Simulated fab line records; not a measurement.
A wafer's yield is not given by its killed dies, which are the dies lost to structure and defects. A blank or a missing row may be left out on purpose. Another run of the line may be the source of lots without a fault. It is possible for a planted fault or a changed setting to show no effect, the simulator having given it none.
fab line records | flow n5Finfet
record lots=11 wafers=33 lastDay=19
route steps=1938 shown BEOL_M4@1064 PASSIVATION@1925
lots with no fault: from the same line, run without faults
startH: hours from the record's opening day to when the first of the lot's shown wafers began | waitH: hours since the lot's step before | " same as the row above | L1.1+2: one row covering several wafers at once | - no value, or no start given | * or withheld: withheld | < > ~ a bound
route shown NAME@n: a module of which the file shows steps, and the number in the route of the first | usual: mean/standard deviation taken from wafers without a fault | same: alike in all rows | chamber/n: place in a boat | sites: readings site by site | _std_site: how widely they spread, as a standard deviation | _edge_site: mean of outer sites minus mean of inner sites | radiusMm: for every site, how far away it sits from the centre of the wafer | mask NAME#n: copy n | behind: the most recent tool/chamber to have shaped the wafer | hold: why the lot went on hold/how many hours it stayed there/how the hold came to an end | device: whichever transistor did not switch (one of n, p or np) | end of line: tests of these same wafers at the route's end | where a step has no rows: the recipe by itself | killed: at the first sort, the dies lost to defects and structure; wafer yield is something else | map: shows each die of a wafer: x if killed, . if not, _ if none is there
set.NAME: the run value of the setting; set.NAME@STEP: its run value at that earlier step | model.NAME: the simulator's own value behind a step, which no gauge read
the route's steps for a sample of lots (tables are steps, rows are wafers)
services: when a tool's chamber went out of use (startH, in hours from the record's first day, below 0 if earlier), for how many hours, and the reason
## steps
# step N5_BEOL_M4_ETCH_70
# recipe chemistry=N2/H2 target=SOC targetDepthA=800 overetchA=240 maskMaterial=SiARC tempC=40 timeS=130 ionEnergyEv=200 pressureMtorr=30 sourceW=840 biasW=150 n2FlowSccm=200 h2FlowSccm=200
# usual biasW=150.0/0.43 drypumpMotorCurrentA=5.9/0.48 oesProductAu=0.59/0.067 rfVppV=523.6/2.7 showerheadPlenumPTorr=2.53/0.1 throttleValvePct=17.8/0.37
# columns lot.wafer tool chamber startH waitH biasW drypumpMotorCurrentA oesProductAu rfHoursCounterH rfVppV showerheadPlenumPTorr throttleValvePct
L951.1 rieDiel-01 3 237.82 0.0 150.6 6.0 0.65 54 521.2 2.46 17.2
L951.3 " 1 " " 149.3 5.8 0.64 46 523.0 2.48 17.8
L951.4 " 1 " " 149.2 5.8 0.64 - 523.0 2.48 17.8
L952.1 rieDiel-01 3 243.55 0.0 150.3 6.0 0.65 57 522.6 2.45 17.2
L952.4 " 3 " " 151.1 6.0 0.64 - 521.3 2.45 17.2
L952.6 " 2 " " 149.8 6.6 0.55 - 522.0 2.43 18.3
L954.1 rieDiel-03 1 265.18 0.0 150.1 5.2 0.67 24 524.7 2.60 17.5
L954.3 " 2 " " 150.2 5.3 0.55 160 520.5 2.43 17.6
L954.4 " 3 " " 149.9 6.5 0.51 240 524.9 2.62 18.0
L955.3 rieDiel-03 0 268.24 0.0 149.5 5.7 0.72 3 529.8 2.74 17.6
L955.4 " 1 " " 149.9 5.2 0.67 25 525.6 2.60 17.5
L955.6 " 3 " " 150.0 6.5 0.52 - 526.0 2.62 18.0
L960.1 rieDiel-01 2 282.46 0.0 150.4 6.5 0.54 187 520.0 2.42 18.3
L960.2 " 0 " " 151.2 6.4 0.51 231 526.4 2.60 18.1
L960.5 " 3 " " 149.6 6.0 0.62 - 520.8 2.45 17.3
L959.1 rieDiel-01 3 303.16 0.0 149.6 6.0 0.62 81 521.0 2.44 17.2
L959.5 " 1 " " 149.4 5.8 0.62 - 520.4 2.47 17.8
L959.6 " 2 " " 150.7 6.5 0.54 - 521.4 2.42 18.3
L961.1 rieDiel-01 0 312.26 0.0 149.7 6.4 0.51 241 526.8 2.60 18.1
L961.3 " 3 " " 150.0 6.0 0.62 85 522.4 2.44 17.3
L961.6 " 3 " " 149.7 6.0 0.62 - 521.7 2.44 17.3
L965.1 rieDiel-01 0 323.08 0.0 149.8 6.4 0.51 245 525.9 2.59 18.1
L965.2 " 1 " " 150.0 5.7 0.61 74 521.5 2.47 17.8
L965.6 " 2 " " 150.1 6.6 0.53 - 520.0 2.42 18.4
L964.1 rieDiel-03 1 323.18 0.0 150.2 5.2 0.64 44 525.4 2.59 17.5
L964.2 " 2 " " 150.0 5.3 0.54 179 519.9 2.42 17.6
L964.6 " 1 " " 150.1 5.2 0.65 - 525.4 2.59 17.5
L966.1 rieDiel-01 0 330.97 0.0 149.5 6.4 0.50 249 524.9 2.59 18.1
L966.4 " 2 " " 150.7 6.5 0.53 204 519.2 2.42 18.4
L966.6 " 1 " " 149.8 5.7 0.60 - 520.7 2.47 17.8
L969.2 rieDiel-03 1 342.76 0.0 149.7 5.2 0.63 50 525.2 2.59 17.5
L969.4 " 0 " " 150.0 5.6 0.66 26 527.4 2.73 17.6
L969.5 " 2 " " 149.9 5.2 0.54 - 521.0 2.42 17.6
# step N5_PASSIVATION_CD_MEAS_44
# recipe targetCdNm=40000 landingEnergyEv=500 detector=seInlens
# usual cdNm=39999/3.8
# columns lot.wafer tool chamber startH waitH cdNm
L951.1 cdSem-02 0 346.14 - 40001
L951.3 " 0 " " 40001
L951.4 " 0 " " 40000
L952.1 cdSem-02 0 351.33 - 40000
L952.4 " 0 " " 40000
L952.6 " 0 " " 40000
L954.1 cdSem-03 0 372.96 - 39993
L954.3 " 0 " " 39995
L954.4 " 0 " " 40001
L955.3 cdSem-01 0 378.46 - 39991
L955.4 " 0 " " 39992
L955.6 " 0 " " 39999
L960.1 cdSem-03 0 389.23 - 39993
L960.2 " 0 " " 40002
L960.5 " 0 " " 40001
L959.1 cdSem-03 0 411.69 - 40001
L959.5 " 0 " " 40001
L959.6 " 0 " " 40003
L961.1 cdSem-01 0 424.32 - 39998
L961.3 " 0 " " 39995
L961.6 " 0 " " 39997
L964.1 cdSem-03 0 437.19 - 40003
L964.2 " 0 " " 40002
L964.6 " 0 " " 39999
L965.1 cdSem-01 0 437.76 - 40002
L965.2 " 0 " " 39997
L965.6 " 0 " " 40001
L966.1 cdSem-02 0 442.00 - 40001
L966.4 " 0 " " 40003
L966.6 " 0 " " 40001
L969.2 cdSem-03 0 458.81 - 39998
L969.4 " 0 " " 40001
L969.5 " 0 " " 39998
# step N5_PASSIVATION_STRIP_48
# recipe chemistry=O2 powerW=600 tempC=60 pressureMtorr=30 rfFrequencyHz=6e+07 biasPowerW=0 overashFraction=0.5 o2FlowSccm=225
# usual drypumpMotorCurrentA=5.9/0.5 oesProductAu=0.81/0.086 rfVppV=3.7/2.6 showerheadPlenumPTorr=2.11/0.084 throttleValvePct=16.6/0.36
# same biasPowerW=0
# columns lot.wafer tool chamber startH waitH drypumpMotorCurrentA oesProductAu rfHoursCounterH rfVppV showerheadPlenumPTorr throttleValvePct
L951.1 rieDiel-03 2 346.78 0.1 5.3 0.70 187 2.1 2.01 16.5
L951.3 " 3 " " 6.5 0.95 6 6.8 2.15 16.4
L951.4 " 1 " " 5.2 0.87 - 0.7 2.13 16.3
L952.1 rieDiel-04 1 352.12 0.1 6.4 0.85 76 2.6 2.12 16.4
L952.4 " 1 " " 6.4 0.81 - 2.5 2.12 16.4
L952.6 " 3 " " 5.2 0.83 - 3.0 2.23 16.2
L954.1 rieDiel-01 1 373.60 0.1 5.7 0.84 93 2.8 2.02 16.8
L954.3 " 0 " " 6.5 0.98 6 2.4 2.14 16.5
L954.4 " 3 " " 6.0 0.80 109 10.0 2.03 16.4
L955.3 rieDiel-04 2 379.10 0.1 5.6 0.96 5 5.4 2.26 16.7
L955.4 " 1 " " 6.4 0.83 86 1.4 2.12 16.4
L955.6 " 0 " " 6.0 0.66 - 3.1 2.09 17.3
L960.1 rieDiel-03 0 389.87 0.1 5.6 0.89 40 2.7 2.24 16.4
L960.2 " 2 " " 5.3 0.70 203 7.7 2.00 16.5
L960.5 " 3 " " 6.5 0.90 - 0.1 2.14 16.4
L959.1 rieDiel-01 2 412.33 0.1 6.5 0.68 234 4.4 2.00 17.2
L959.5 " 1 " " 5.7 0.82 - 2.0 2.02 16.8
L959.6 " 2 " " 6.6 0.72 - 4.2 2.00 17.3
L961.1 rieDiel-03 3 424.96 0.1 6.5 0.86 35 2.6 2.14 16.3
L961.3 " 1 " " 5.2 0.79 81 1.6 2.12 16.4
L961.6 " 1 " " 5.1 0.83 - 2.6 2.12 16.4
L964.1 rieDiel-04 3 437.83 0.1 5.2 0.80 69 6.1 2.22 16.3
L964.2 " 1 " " 6.4 0.79 106 8.5 2.11 16.4
L964.6 " 1 " " 6.4 0.82 - 2.8 2.11 16.4
L965.1 rieDiel-04 0 438.42 0.1 6.0 0.69 231 4.0 2.08 17.2
L965.2 " 3 " " 5.2 0.83 70 5.0 2.22 16.3
L965.6 " 0 " " 6.0 0.66 - 2.3 2.08 17.2
L966.1 rieDiel-01 3 442.82 0.1 6.1 0.79 133 8.4 2.03 16.5
L966.4 " 0 " " 6.4 0.90 30 6.6 2.13 16.6
L966.6 " 0 " " 6.4 0.95 - 4.3 2.13 16.6
L969.2 rieDiel-04 1 459.45 0.1 6.4 0.78 114 5.4 2.11 16.5
L969.4 " 2 " " 5.5 0.88 33 5.7 2.25 16.7
L969.5 " 1 " " 6.4 0.78 - 1.1 2.11 16.5
# step N5_PASSIVATION_PROBE_49
# usual defectLimitedYield=91.5/1.4 killed_at_M0_to_M3=34/11 killed_at_M4_up=15/6 killedAtContacts=11/5.9 killedAtFrontEnd=37/11 killedAtOther=3.6/2.9 killedDies=101/17 killedOnRim=13/4 killedOpen=66/12 killedShort=33/7.8 sort_bin_5_function=5.0/0.97 sort_bin_6_memory=3.2/0.65 sort_bin_8_speed=0.02/0.2 sortNPass=1079/17 sortYieldPct=91.4/1.4
# same grossDies=1180 killedAtBackSide=0 sort_bin_4_leakage[%]=0
# columns lot.wafer tool chamber startH waitH defectLimitedYield[%] killed_at_M0_to_M3 killed_at_M4_up killedAtContacts killedAtFrontEnd killedAtOther killedDies killedOnRim killedOpen killedShort sort_bin_5_function[%] sort_bin_6_memory[%] sort_bin_8_speed[%] sortNPass sortYieldPct[%]
L951.1 prober-01 - 349.32 0.0 88.9 46 19 10 54 2 131 12 88 40 6.6 4.1 0 1049 88.9
L951.3 prober-01 - 349.42 0.1 89.7 39 18 4 58 2 121 25 63 55 5.8 4.1 0 1059 89.7
L951.4 prober-01 - 349.47 0.2 91.7 41 16 8 32 1 98 22 69 29 5.6 2.5 0 1082 91.7
L952.1 prober-02 - 354.61 0.0 93.6 16 20 9 29 1 75 9 56 17 3.7 2.4 0 1105 93.6
L952.4 prober-02 - 354.76 0.2 93.1 27 15 6 34 0 82 13 50 29 4.2 2.6 0 1098 93.1
L952.6 prober-02 - 354.86 0.3 92.4 29 13 5 43 0 90 12 60 27 3.7 3.5 0 1090 92.4
L954.1 prober-02 - 376.09 0.0 91.7 44 15 11 27 1 98 10 75 19 4.8 3.2 0 1082 91.7
L954.3 prober-02 - 376.19 0.1 91.8 34 16 17 29 1 97 15 66 30 5.0 3.1 0 1083 91.8
L954.4 prober-02 - 376.24 0.2 90.5 30 14 14 53 1 112 12 83 29 5.8 3.5 0 1068 90.5
L955.3 prober-02 - 381.69 0.1 91.4 31 11 9 49 1 101 15 73 25 4.3 4.0 0 1079 91.4
L955.4 prober-02 - 381.74 0.2 91.8 41 21 6 24 5 97 11 68 29 5.4 2.6 0 1083 91.8
L955.6 prober-02 - 381.84 0.3 91.9 40 22 5 26 2 95 7 67 28 4.7 3.3 0 1085 91.9
L960.1 prober-01 - 392.37 0.0 91.4 44 13 8 36 0 101 8 63 37 5.3 3.0 0 1079 91.4
L960.2 prober-01 - 392.42 0.1 92.6 17 16 9 40 5 87 9 55 32 4.5 2.7 0 1093 92.6
L960.5 prober-01 - 392.57 0.2 91.3 43 18 7 31 4 103 22 69 32 5.3 2.9 0 1077 91.3
L961.1 prober-02 - 427.53 0.0 90.8 25 13 12 47 12 109 11 67 40 5.2 3.7 0 1071 90.8
L961.3 prober-02 - 427.63 0.1 91.7 32 9 5 42 10 98 13 66 31 4.5 3.6 0 1082 91.7
L961.6 prober-02 - 427.78 0.3 92.8 12 8 16 43 6 85 12 60 24 3.8 3.1 0 1095 92.8
L964.1 prober-01 - 440.37 0.0 90.7 36 20 13 35 6 110 14 69 41 5.3 3.9 0 1070 90.7
L964.2 prober-01 - 440.42 0.1 92.5 29 19 15 24 2 89 8 62 27 4.3 3.1 0 1091 92.5
L964.6 prober-01 - 440.62 0.3 89.2 43 21 28 36 0 128 16 94 34 7.2 3.5 0 1052 89.2
L965.1 prober-01 - 440.92 0.0 86.8 26 95 7 25 3 156 28 47 33 7.2 3.4 0.42 1019 86.4
L965.2 prober-01 - 440.97 0.1 83.1 48 100 8 42 2 200 27 74 45 11.2 3.9 0 980 83.1
L965.6 prober-01 - 441.17 0.3 81.4 19 151 20 27 2 219 13 56 30 11.9 4.4 0 961 81.4
L966.1 prober-01 - 445.31 0.0 85.8 32 95 8 28 4 167 28 58 32 8.8 3.3 0 1013 85.8
L966.4 prober-01 - 445.46 0.2 81.9 24 132 10 42 5 213 13 60 30 11.2 4.2 0 967 81.9
L966.6 prober-01 - 445.56 0.3 84.1 37 103 10 34 4 188 35 73 33 10.3 3.8 0 992 84.1
# killed by level:class
L951.1 BEOL_M0_SAQP:geometricParticle:open=15 STI_FIN_REVEAL:geometricParticle:open=14 FIN_SAQP:geometricParticle:open=11 BEOL_M3:geometricParticle:open=10 BEOL_M0_SAQP:geometricParticle:short=9 FIN_SAQP:geometricParticle:short=7 BEOL_M4:geometricParticle:open=7 MOL_CONTACT_COAG:geometricParticle:open=6
L951.3 FIN_SAQP:geometricParticle:short=14 BEOL_M0_SAQP:geometricParticle:short=11 BEOL_M0_SAQP:geometricParticle:open=10 BEOL_M4:geometricParticle:open=9 GATE_CUT:geometricParticle:short=8 STARTING-WAFER:geometricParticle:short=8 BEOL_M2:geometricParticle:open=7 BEOL_M3:geometricParticle:open=7
L951.4 BEOL_M0_SAQP:geometricParticle:open=12 BEOL_M3:geometricParticle:open=10 BEOL_M0_SAQP:geometricParticle:short=8 FIN_SAQP:geometricParticle:open=7 STI_FIN_REVEAL:geometricParticle:open=7 MOL_CONTACT_COAG:geometricParticle:open=7 BEOL_M4:geometricParticle:open=5 STARTING-WAFER:geometricParticle:short=5
L952.1 BEOL_M4:geometricParticle:open=10 FIN_SAQP:geometricParticle:open=9 MOL_CONTACT_COAG:geometricParticle:open=7 GATE_CUT:geometricParticle:open=5 GATE_CUT:geometricParticle:short=4 BEOL_M6:geometricParticle:open=4 BEOL_M1:geometricParticle:open=4 BEOL_M2:geometricParticle:open=4
L952.4 BEOL_M2:geometricParticle:short=9 MOL_CONTACT_COAG:geometricParticle:open=6 FIN_SAQP:geometricParticle:short=5 BEOL_M4:geometricParticle:open=5 STARTING-WAFER:geometricParticle:open=5 STI_FIN_REVEAL:geometricParticle:open=4 GATE_CUT:geometricParticle:open=4 BEOL_M2:geometricParticle:open=4
L952.6 FIN_SAQP:geometricParticle:short=10 BEOL_M4:geometricParticle:open=8 STI_FIN_REVEAL:geometricParticle:open=7 DUMMY_GATE:geometricParticle:open=7 BEOL_M3:geometricParticle:open=7 BEOL_M0_SAQP:geometricParticle:open=6 BEOL_M2:geometricParticle:short=6 FIN_SAQP:geometricParticle:open=5
L954.1 BEOL_M1:geometricParticle:open=12 BEOL_M2:geometricParticle:open=10 MOL_CONTACT_COAG:geometricParticle:open=9 BEOL_M4:geometricParticle:open=9 STI_FIN_REVEAL:geometricParticle:open=7 BEOL_M0_SAQP:geometricParticle:short=7 BEOL_M3:geometricParticle:open=5 GATE_CUT:geometricParticle:open=4
L954.3 BEOL_M0_SAQP:geometricParticle:short=11 MOL_CONTACT_COAG:geometricParticle:open=11 BEOL_M4:geometricParticle:open=10 BEOL_M0_SAQP:geometricParticle:open=7 FIN_SAQP:geometricParticle:open=6 MOL_CONTACT_COAG:geometricParticle:short=5 GATE_CUT:geometricParticle:short=5 BEOL_M1:geometricParticle:open=5
L954.4 FIN_SAQP:geometricParticle:open=20 MOL_CONTACT_COAG:geometricParticle:open=11 BEOL_M4:geometricParticle:open=9 BEOL_M0_SAQP:geometricParticle:open=7 BEOL_M0_SAQP:geometricParticle:short=7 STI_FIN_REVEAL:geometricParticle:open=6 BEOL_M1:geometricParticle:open=6 BEOL_M2:geometricParticle:open=5
L955.3 STI_FIN_REVEAL:geometricParticle:open=21 BEOL_M1:geometricParticle:open=10 BEOL_M3:geometricParticle:open=7 FIN_SAQP:geometricParticle:open=6 MOL_CONTACT_COAG:geometricParticle:open=6 BEOL_M0_SAQP:geometricParticle:short=6 BEOL_M0_SAQP:geometricParticle:open=5 DUMMY_GATE:geometricParticle:open=4
L955.4 BEOL_M1:geometricParticle:open=14 BEOL_M2:geometricParticle:open=8 BEOL_M3:geometricParticle:open=7 BEOL_M4:geometricParticle:open=7 DUMMY_GATE:geometricParticle:open=5 MOL_CONTACT_COAG:geometricParticle:open=5 BEOL_M0_SAQP:geometricParticle:short=5 FIN_SAQP:geometricParticle:short=3
L955.6 BEOL_M1:geometricParticle:open=11 DUMMY_GATE:geometricParticle:open=10 BEOL_M3:geometricParticle:open=10 BEOL_M4:geometricParticle:open=8 BEOL_M0_SAQP:geometricParticle:short=8 MOL_CONTACT_COAG:geometricParticle:open=5 BEOL_M1:geometricParticle:short=5 FIN_SAQP:geometricParticle:open=4
L960.1 BEOL_M0_SAQP:geometricParticle:short=19 STI_FIN_REVEAL:geometricParticle:open=10 BEOL_M0_SAQP:geometricParticle:open=9 BEOL_M1:geometricParticle:open=7 BEOL_M4:geometricParticle:open=7 DUMMY_GATE:geometricParticle:open=6 FIN_SAQP:geometricParticle:open=5 BEOL_M3:geometricParticle:open=5
L960.2 STI_FIN_REVEAL:geometricParticle:open=8 BEOL_M4:geometricParticle:open=8 GATE_CUT:geometricParticle:short=7 MOL_CONTACT_COAG:geometricParticle:open=7 FIN_SAQP:geometricParticle:open=6 DUMMY_GATE:geometricParticle:open=4 GATE_CUT:geometricParticle:open=4 BEOL_M3:geometricParticle:open=4
L960.5 BEOL_M4:geometricParticle:open=13 BEOL_M0_SAQP:geometricParticle:short=10 BEOL_M3:geometricParticle:open=10 BEOL_M2:geometricParticle:open=9 STI_FIN_REVEAL:geometricParticle:open=8 MOL_CONTACT_COAG:geometricParticle:open=6 BEOL_M0_SAQP:geometricParticle:open=6 FIN_SAQP:geometricParticle:open=5
L961.1 FIN_SAQP:geometricParticle:short=15 STI_FIN_REVEAL:geometricParticle:open=11 MOL_CONTACT_COAG:geometricParticle:open=11 BEOL_M1:geometricParticle:open=8 BEOL_M2:geometricParticle:open=8 FIN_SAQP:geometricParticle:open=7 MIM_TOP_ETCH:geometricParticle:short=6 FIN_CUT:geometricParticle:short=5
L961.3 FIN_SAQP:geometricParticle:open=13 BEOL_M1:geometricParticle:open=10 BEOL_M2:geometricParticle:open=7 FIN_SAQP:geometricParticle:short=6 BEOL_M0_SAQP:geometricParticle:short=6 STI_FIN_REVEAL:geometricParticle:open=5 MIM_TOP_ETCH:geometricParticle:short=5 MOL_CONTACT_COAG:geometricParticle:open=4
L961.6 FIN_SAQP:geometricParticle:open=13 MOL_CONTACT_COAG:geometricParticle:open=12 STI_FIN_REVEAL:geometricParticle:open=7 STARTING-WAFER:geometricParticle:short=5 STI_FIN_REVEAL:geometricParticle:short=4 MOL_CONTACT_COAG:geometricParticle:short=4 BEOL_M0_SAQP:geometricParticle:open=4 FIN_SAQP:geometricParticle:short=3
L964.1 MOL_CONTACT_COAG:geometricParticle:open=10 FIN_SAQP:geometricParticle:open=8 BEOL_M0_SAQP:geometricParticle:open=8 STI_FIN_REVEAL:geometricParticle:open=7 BEOL_M0_SAQP:geometricParticle:short=6 BEOL_M3:geometricParticle:open=6 BEOL_M4:geometricParticle:open=6 BEOL_M5:geometricParticle:open=6
L964.2 STI_FIN_REVEAL:geometricParticle:open=13 MOL_CONTACT_COAG:geometricParticle:open=13 BEOL_M0_SAQP:geometricParticle:short=6 BEOL_M0:geometricParticle:short=6 BEOL_M5:geometricParticle:open=6 BEOL_M1:geometricParticle:open=5 BEOL_M4:geometricParticle:open=5 BEOL_M2:geometricParticle:open=4
L964.6 MOL_CONTACT_COAG:geometricParticle:open=23 STI_FIN_REVEAL:geometricParticle:open=16 BEOL_M4:geometricParticle:open=13 FIN_SAQP:geometricParticle:short=8 BEOL_M2:geometricParticle:open=8 BEOL_M3:geometricParticle:open=6 BEOL_M0:geometricParticle:open=6 BEOL_M0_SAQP:geometricParticle:short=6
L965.1 BEOL_M4:unspecified=74 FIN_SAQP:geometricParticle:short=9 BEOL_M4:geometricParticle:open=8 MOL_CONTACT_COAG:geometricParticle:open=6 BEOL_M5:geometricParticle:open=5 BEOL_M2:geometricParticle:short=5 BEOL_M2:geometricParticle:open=5 GATE_CUT:geometricParticle:short=4
L965.2 BEOL_M4:unspecified=80 STI_FIN_REVEAL:geometricParticle:open=15 BEOL_M0_SAQP:geometricParticle:open=15 BEOL_M0_SAQP:geometricParticle:short=14 FIN_SAQP:geometricParticle:short=9 BEOL_M4:geometricParticle:open=8 BEOL_M1:geometricParticle:open=7 BEOL_M2:geometricParticle:open=6
L965.6 BEOL_M4:unspecified=131 MOL_CONTACT_COAG:geometricParticle:open=14 BEOL_M4:geometricParticle:open=12 FIN_SAQP:geometricParticle:short=8 STI_FIN_REVEAL:geometricParticle:open=6 MOL_CONTACT_COAG:geometricParticle:short=5 BEOL_M0_SAQP:geometricParticle:short=5 BEOL_M0_SAQP:geometricParticle:open=3
L966.1 BEOL_M4:unspecified=76 BEOL_M2:geometricParticle:open=9 MOL_CONTACT_COAG:geometricParticle:open=8 FIN_SAQP:geometricParticle:open=5 STARTING-WAFER:geometricParticle:open=5 BEOL_M4:geometricParticle:open=5 BEOL_M5:geometricParticle:short=4 BEOL_M0_SAQP:geometricParticle:open=4
L966.4 BEOL_M4:unspecified=121 FIN_SAQP:geometricParticle:short=10 BEOL_M4:geometricParticle:open=9 FIN_SAQP:geometricParticle:open=7 GATE_CUT:geometricParticle:short=7 MOL_CONTACT_COAG:geometricParticle:open=6 BEOL_M0_SAQP:geometricParticle:short=6 STARTING-WAFER:geometricParticle:open=6
L966.6 BEOL_M4:unspecified=81 BEOL_M0_SAQP:geometricParticle:open=9 BEOL_M2:geometricParticle:open=8 MOL_CONTACT_COAG:geometricParticle:open=7 BEOL_M4:geometricParticle:open=7 FIN_SAQP:geometricParticle:short=6 BEOL_M0:geometricParticle:open=6 FIN_SAQP:geometricParticle:open=5
## services
# columns tool chamber startH hours kind
rieDiel-04 3 217.41 - clean
rieDiel-04 3 217.41 - consumableReplace:focusRing
rieDiel-04 3 217.41 - consumableReplace:showerhead
rieDiel-01 0 236.26 2.0 repair
rieDiel-03 0 237.96 - clean
rieDiel-03 0 237.96 - consumableReplace:focusRing
rieDiel-03 0 237.96 - consumableReplace:showerhead
rieDiel-03 0 237.96 22.2 scheduledDown
rieDiel-03 0 237.96 22.2 ventCycle
rieDiel-01 1 242.72 9.3 repair
rieDiel-03 1 252.93 10.3 repair
rieDiel-04 2 296.24 7.2 repair
rieDiel-03 3 303.59 - clean
rieDiel-03 3 303.59 - consumableReplace:focusRing
rieDiel-03 3 303.59 24.1 scheduledDown
rieDiel-03 3 303.59 24.1 ventCycle
rieDiel-01 0 335.79 - clean
rieDiel-01 0 335.79 - consumableReplace:focusRing
rieDiel-03 0 346.69 3.6 repair
rieDiel-03 3 355.22 1.7 repair
rieDiel-03 0 357.58 3.6 repair
rieDiel-04 0 357.66 5.9 repair
rieDiel-03 - 374.21 0.7 repair
rieDiel-01 - 443.95 0.1 repair
## key
firstSign step=N5_PASSIVATION_PROBE_49 reading=killed_at_M4_up direction=up sigmas=16 usual=15 struck=113
effect step=N5_PASSIVATION_PROBE_49 reading=defectLimitedYield direction=down sigmas=5.4 usual=91.5 struck=83.9
moreKillsBornAt N5_BEOL_M4_ETCH_70@rieDiel-01=563
metAt N5_BEOL_M4_ETCH_70
struckLots L965,L966
notActingAt N5_PASSIVATION_CD_MEAS_44,N5_PASSIVATION_STRIP_48
onsetBetween 312.26 323.08
fault kind=chamberParticleSource tool=rieDiel-01 chamber=- onsetH=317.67 steps=N5_BEOL_M4_ETCH_70 ratePerVisitCm2=0.84651 endH=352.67
